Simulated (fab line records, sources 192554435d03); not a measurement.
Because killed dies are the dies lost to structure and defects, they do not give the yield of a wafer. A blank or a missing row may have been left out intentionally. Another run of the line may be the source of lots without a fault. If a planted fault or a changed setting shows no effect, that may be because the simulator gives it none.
Chamber matching + flow n5 finfet + 3 sister chambers for N5_BEOL_M2_CO_CAP_55 on cvd co-02
The step material Co, precursor CCTBA/H2, target thk 2 nm, time 102.1 s. 51 wafers are shown with their chamber, then 12 later ones without.

== WAFERS, EACH WITH ITS CHAMBER ==
| wafer  | chamber | heater power w (W) |
|--------|---------|--------------------|
| L075.1 | 2       | 228                |
| L075.2 | 0       | 182                |
| L075.6 | 1       | 265                |
| L074.2 | 0       | 184                |
| L074.3 | 1       | 270                |
| L074.5 | 0       | 182                |
| L078.1 | 0       | 180                |
| L078.2 | 1       | 271                |
| L078.3 | 2       | 225                |
| L078.4 | 1       | 266                |
| L078.5 | 0       | 182                |
| L078.6 | 2       | 228                |
| L077.1 | 1       | 273                |
| L077.4 | 1       | 271                |
| L077.5 | 0       | 181                |
| L079.1 | 2       | 215                |
| L079.4 | 2       | 226                |
| L079.6 | 1       | 267                |
| L081.1 | 1       | 274                |
| L081.3 | 2       | 231                |
| L081.6 | 2       | 223                |
| L082.2 | 1       | 268                |
| L082.4 | 1       | 267                |
| L082.5 | 2       | 226                |
| L083.1 | 0       | 180                |
| L083.4 | 0       | 180                |
| L083.5 | 2       | 233                |
| L084.1 | 2       | 227                |
| L084.5 | 2       | 224                |
| L084.6 | 1       | 269                |
| L085.1 | 1       | 269                |
| L085.4 | 1       | 279                |
| L085.5 | 0       | 184                |
| L086.1 | 0       | 182                |
| L086.2 | 2       | 232                |
| L086.4 | 2       | 227                |
| L088.2 | 2       | 231                |
| L088.3 | 1       | 277                |
| L088.5 | 2       | 227                |
| L087.1 | 0       | 188                |
| L087.5 | 0       | 184                |
| L087.6 | 1       | 274                |
| L089.1 | 1       | 273                |
| L089.3 | 2       | 232                |
| L089.4 | 2       | 231                |
| L090.4 | 0       | 187                |
| L090.5 | 1       | 265                |
| L090.6 | 2       | 229                |
| L092.1 | 2       | 229                |
| L092.2 | 1       | 264                |
| L092.3 | 0       | 181                |

SIGNATURES (means of the wafers above)
| reading        | chamber 0 | chamber 1 | chamber 2 | scatter within a chamber |
|----------------|-----------|-----------|-----------|--------------------------|
| heater power w | 182.64    | 270.11    | 227.58    | 3.82                     |
Rule: for each reading, subtract the chamber's mean from the wafer's reading, divide by that reading's scatter and square the result; add these up over the readings and take the root, which gives the wafer's distance from the chamber. If the next closest chamber is less than 2 further off than the closest, the wafer can't be placed; otherwise it belongs to the closest. The scatter: the root of (the sum of the squares of (reading less its chamber's mean) over the shown wafers, divided by (wafers less chambers)).

== WAFERS WITHOUT THEIR CHAMBER ==
| wafer  | heater power w (W) |
|--------|--------------------|
| L092.4 | 266                |
| L092.5 | 234                |
| L092.6 | 178                |
| L094.1 | 278                |
| L094.2 | 229                |
| L094.3 | 180                |
| L096.1 | 227                |
| L096.2 | 270                |
| L096.3 | 185                |
| L096.4 | 276                |
| L096.5 | 186                |
| L096.6 | 232                |

== WHICH CHAMBER EACH WENT THROUGH ==
| wafer  | from the rows above | in truth |
|--------|---------------------|----------|
| L092.4 | 1                   | 1        |
| L092.5 | 2                   | 2        |
| L092.6 | 0                   | 0        |
| L094.1 | 1                   | 1        |
| L094.2 | 2                   | 2        |
| L094.3 | 0                   | 0        |
| L096.1 | 2                   | 2        |
| L096.2 | 1                   | 1        |
| L096.3 | 0                   | 0        |
| L096.4 | 1                   | 1        |
| L096.5 | 0                   | 0        |
| L096.6 | 2                   | 2        |
Correctly placed: 12 of 12. From these rows, 0 cannot be placed. Placed wrongly: 0.
